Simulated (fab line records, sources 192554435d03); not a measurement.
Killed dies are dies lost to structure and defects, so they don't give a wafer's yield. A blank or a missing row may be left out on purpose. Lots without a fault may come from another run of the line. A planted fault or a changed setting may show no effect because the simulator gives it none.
A struck lot beside a sound one | flow n5_finfet | 16 steps out of a route of 1938
Sound: wafers L831.3, L831.4, L831.6. Struck: wafers L842.2, L842.3, L842.6. The cause comes at the end.
At each step with rows: each side's tool, then ch and its chambers, then its first start. Under that, the readings that differ: sound wafers | struck wafers | difference of the means | sigmas: that difference in standard deviations of wafers without a fault.
alike: readings whose means differ by less than 2 such deviations, and words and numbers that are the same on both sides. not compared: withheld readings, readings that some wafer has no value for, bounds like >300 that may hide the same value, and numbers for which the record gives no deviation and whose values overlap.
The two part at a step that has a row with sigmas, a row that says differs or no value, or rows on one side only. Numbers that don't overlap but have no deviation are shown without sigmas and don't part them. A reading that every wafer of one side lacks parts them only if that side has two wafers or more.

first, 6 steps without rows for these wafers: N5_FIN_SAQP_HM_OPEN_73 (chemistry CHF3/O2, target SiO2, stops on a-Si, target depth 12 nm, time 16.8 s); N5_FIN_SAQP_STRIP_74 (strips in CHF3/O2); N5_FIN_SAQP_MANDREL_ETCH_22 (etches a-Si in HBr/Cl2, stops on SiNx, target depth 60 nm, bt time 10 s, time 30 s); N5_FIN_SAQP_STRIP_55 (strips in N2/H2); N5_FIN_SAQP_STRIP_23 (strips in SPM, time 750 s); N5_FIN_SAQP_SRD_66 (time 30 s).
N5_FIN_SAQP_RECESS_75: chemistry HF/NH3, target SiO2, target depth 14.4 nm, afs cycles 3, sublimation time 60 s.
  sound on vapor_etch-01 ch 0,1, day 3 23:23; struck on vapor_etch-01 ch 0,1, day 6 17:18
  alike: drypump_motor_current_A
then, 1 step without rows for these wafers: N5_FIN_SAQP_SPACER1_ALD_24 (deposits SiO2, target thk 20.3 nm, pulse time 1 s, purge time 2 s).
N5_FIN_SAQP_SPACER1_ETCHBACK_25: etches SiO2 in CHF3/O2, target depth 24.4 nm, time 12.2 s.
  sound on rie_diel-02 ch 0,1,3, day 4 00:32; struck on rie_diel-01 ch 1,2, day 6 18:32
  alike: drypump_motor_current_A, oes_product_au, rf_vpp_V, showerhead_plenum_p_Torr, throttle_valve_pct
  not compared: rf_hours_counter_h
N5_FIN_SAQP_MANDREL1_REMOVE_56: chemistry HBr/Cl2/O2, target a-Si, stops on SiNx, bt time 10 s.
  sound on rie_si-06 ch 0,3, day 4 00:37; struck on rie_si-03 ch 0,2, day 6 18:37
  alike: drypump_motor_current_A, he_backside_leak_sccm, oes_product_au, throttle_valve_pct
  not compared: rf_hours_counter_h
N5_FIN_SAQP_CD_MEAS_27: target cd 20 nm.
  sound on cd_sem-01 ch 0, day 4 00:44; struck on cd_sem-03 ch 0, day 6 18:44
  alike: cd_nm
N5_FIN_SAQP_ETCH_57: etches SiNx in CH3F/O2, target depth 32.5 nm, time 46.4 s.
  sound on rie_diel-06 ch 1,3, day 4 00:53; struck on rie_diel-02 ch 2,3, day 6 18:47
  reading                         | sound          | struck         | difference | sigmas
  drypump_motor_current_A (A)     | 5.3 4.9 4.9    | 5.4 6.5 6.5    | +1.1       | +2
  showerhead_plenum_p_Torr (Torr) | 1.97 2.03 2.03 | 1.89 1.89 1.90 | -0.12      | -2
  alike: CH3F_flow_sccm, O2_flow_sccm, etch_rf_on_time_s, oes_product_au, rf_vpp_V, throttle_valve_pct
  not compared: rf_hours_counter_h
N5_FIN_SAQP_ETCH_65: etches SiO2 in CF4, target depth 4 nm, time 4.4 s.
  sound on rie_si-06 ch 1,2, day 4 00:59; struck on rie_si-02 ch 2,3, day 6 18:53
  no value came back on the struck wafers for any of 6 readings (bias_w (W), cf4_flow_sccm (sccm) and others); on the sound wafers bias_w (W) reads 401.6 399.9 400.0
  not compared: rf_hours_counter_h
N5_FIN_SAQP_MANDREL_ETCH_58: etches a-Si in HBr/Cl2, stops on SiNx, target depth 45 nm, bt time 10 s, time 27 s.
  sound on rie_si-06 ch 1,2, day 4 01:02; struck on rie_si-02 ch 2,3, day 6 18:55
  alike: HBr_flow_sccm, bias_w, drypump_motor_current_A, he_backside_leak_sccm, oes_product_au, throttle_valve_pct
  not compared: rf_hours_counter_h
N5_BEOL_M4_RC_MEAS_101:
  the record has rows for the sound wafers here (prober-01 ch 0, day 10 04:33) and none for the struck ones
-- the record jumps here: 12 days lie between the struck wafers' starts before and after (it left off in module BEOL_M4 and takes up again in module PASSIVATION, whose first step shown is number 1936 of the route) --
N5_PASSIVATION_PROBE_49:
  the record has rows for the struck wafers here (prober-02, day 18 10:42) and none for the sound ones

WHERE THEY PART
First at N5_FIN_SAQP_ETCH_57; last, within this record, at N5_PASSIVATION_PROBE_49.

WHY: what the simulator had put in
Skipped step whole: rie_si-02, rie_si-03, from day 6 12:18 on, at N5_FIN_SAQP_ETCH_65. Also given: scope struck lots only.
